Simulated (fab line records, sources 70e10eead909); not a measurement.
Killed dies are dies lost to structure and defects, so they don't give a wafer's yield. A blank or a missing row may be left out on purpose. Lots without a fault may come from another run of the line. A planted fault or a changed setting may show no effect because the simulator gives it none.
A struck lot beside a sound one | flow nand_harc | 14 steps out of a route of 1159
Sound: wafers L303.2, L303.5, L303.6. Struck: wafer L317.5. (L317.4, L317.6 of the same lot were not struck and are left out.) The cause comes at the end.
At each step with rows: each side's tool, then ch and its chambers, then its first start. Under that, the readings that differ: sound wafers | struck wafers | difference of the means | sigmas: that difference in standard deviations of wafers without a fault.
alike: readings whose means differ by less than 2 such deviations, and words and numbers that are the same on both sides. not compared: withheld readings, readings that some wafer has no value for, bounds like >300 that may hide the same value, and numbers for which the record gives no deviation and whose values overlap.
The two part at a step that has a row with sigmas, a row that says differs or no value, or rows on one side only. Numbers that don't overlap but have no deviation are shown without sigmas and don't part them. A reading that every wafer of one side lacks parts them only if that side has two wafers or more.

first, 5 steps without rows for these wafers: NHARC_A_CONTACT_SOFTBAKE_37 (time 55 s); NHARC_A_CONTACT_EBR_38; NHARC_A_CONTACT_EXPOSE_39 (exposes mask A CC 3); NHARC_A_CONTACT_PEB_40 (peb time 65 s); NHARC_A_CONTACT_DEVELOP_41 (develop time 35 s).
NHARC_A_CONTACT_CD_MEAS_42: target cd 200 nm.
  sound on cd_sem-02 ch 0, day 18 04:44; struck on cd_sem-03 ch 0, day 21 22:00
  alike: cd_nm
NHARC_A_CONTACT_OVL_MEAS_43:
  sound on overlay-01, day 18 04:49; struck on overlay-01, day 21 22:05
  alike: overlay_x_nm, overlay_y_nm
NHARC_A_CONTACT_INSPECT_44:
  sound on defect_inspect-01, day 18 04:52; struck on defect_inspect-01, day 21 22:07
  alike: raw_defect_count
NHARC_A_CONTACT_DESCUM_47: chemistry O2, time 3 s.
  sound on rie_diel-05 ch 0,1,2, day 18 04:56; struck on rie_diel-05 ch 0, day 21 22:13
  reading               | sound             | struck | difference | sigmas
  o2_flow_sccm (sccm)   | 200.4 200.5 199.2 | 198.3  | -1.7       | -3
  oes_product_au (a.u.) | 1.012 0.995 1.009 | 0.984  | -0.021     | -2
  alike: drypump_motor_current_A, rf_vpp_V, showerhead_plenum_p_Torr, throttle_valve_pct
  not compared: rf_hours_counter_h
NHARC_A_CONTACT_ETCH_48: etches the open film in CF4, target depth 39 nm, time 65 s.
  sound on rie_diel-05 ch 0,1,3, day 18 05:02; struck on rie_diel-05 ch 1, day 21 22:18
  alike: bias_w, drypump_motor_current_A, oes_product_au, rf_vpp_V, run_length_s, showerhead_plenum_p_Torr, throttle_valve_pct
  not compared: rf_hours_counter_h
NHARC_A_CONTACT_ETCH_49: etches the open film in N2/H2, target depth 260 nm, time 475.3 s.
  sound on rie_diel-05 ch 0,2,3; struck on rie_diel-05 ch 2
  alike: bias_w, drypump_motor_current_A, oes_product_au, rf_vpp_V, run_length_s, showerhead_plenum_p_Torr, throttle_valve_pct
  not compared: rf_hours_counter_h
NHARC_A_CONTACT_ETCH_50: etches the open film in CF4/CHF3, target depth 84.7 nm, time 42.4 s.
  sound on rie_diel-05 ch 2,3; struck on rie_diel-05 ch 0
  reading                | sound                | struck | difference | sigmas
  oes_product_au (a.u.)  | 0.981 0.973 0.984    | 0.926  | -0.053     | -3
  throttle_valve_pct (%) | 16.774 16.811 16.800 | 16.828 | +0.033     | +3
  alike: bias_w, drypump_motor_current_A, rf_vpp_V, run_length_s, showerhead_plenum_p_Torr
  not compared: rf_hours_counter_h
NHARC_A_CONTACT_ETCH_51: etches the open film in O2/COS, target depth 3600 nm, time 936 s.
  sound on rie_diel-05 ch 0,3, day 18 05:31; struck on rie_diel-05 ch 0, day 21 23:09
  reading                | sound                | struck | difference | sigmas
  oes_product_au (a.u.)  | 0.995 1.003 0.999    | 0.985  | -0.014     | -2
  run_length_s (s)       | 957.2 956.6 957.4    | 667.2  | -289.9     | -99 or more
  throttle_valve_pct (%) | 28.327 28.315 28.323 | 28.342 | +0.020     | +2
  alike: drypump_motor_current_A, o2_flow_sccm, rf_vpp_V, showerhead_plenum_p_Torr
  not compared: bias_w, rf_hours_counter_h
NHARC_A_CONTACT_ETCH_111: etches the open film in C4F8/O2/Ar, time 140 s, target depth 700 nm.
  sound on har_cap_etch-03 ch 0,1, day 18 06:11; struck on har_cap_etch-03 ch 1, day 21 23:44
  alike: run_length_s
  not compared: rf_hours_counter_h

WHERE THEY PART
First at NHARC_A_CONTACT_DESCUM_47; last, within this record, at NHARC_A_CONTACT_ETCH_51. Later steps at which nothing parts them and some readings are alike: NHARC_A_CONTACT_ETCH_111.

WHY: what the simulator had put in
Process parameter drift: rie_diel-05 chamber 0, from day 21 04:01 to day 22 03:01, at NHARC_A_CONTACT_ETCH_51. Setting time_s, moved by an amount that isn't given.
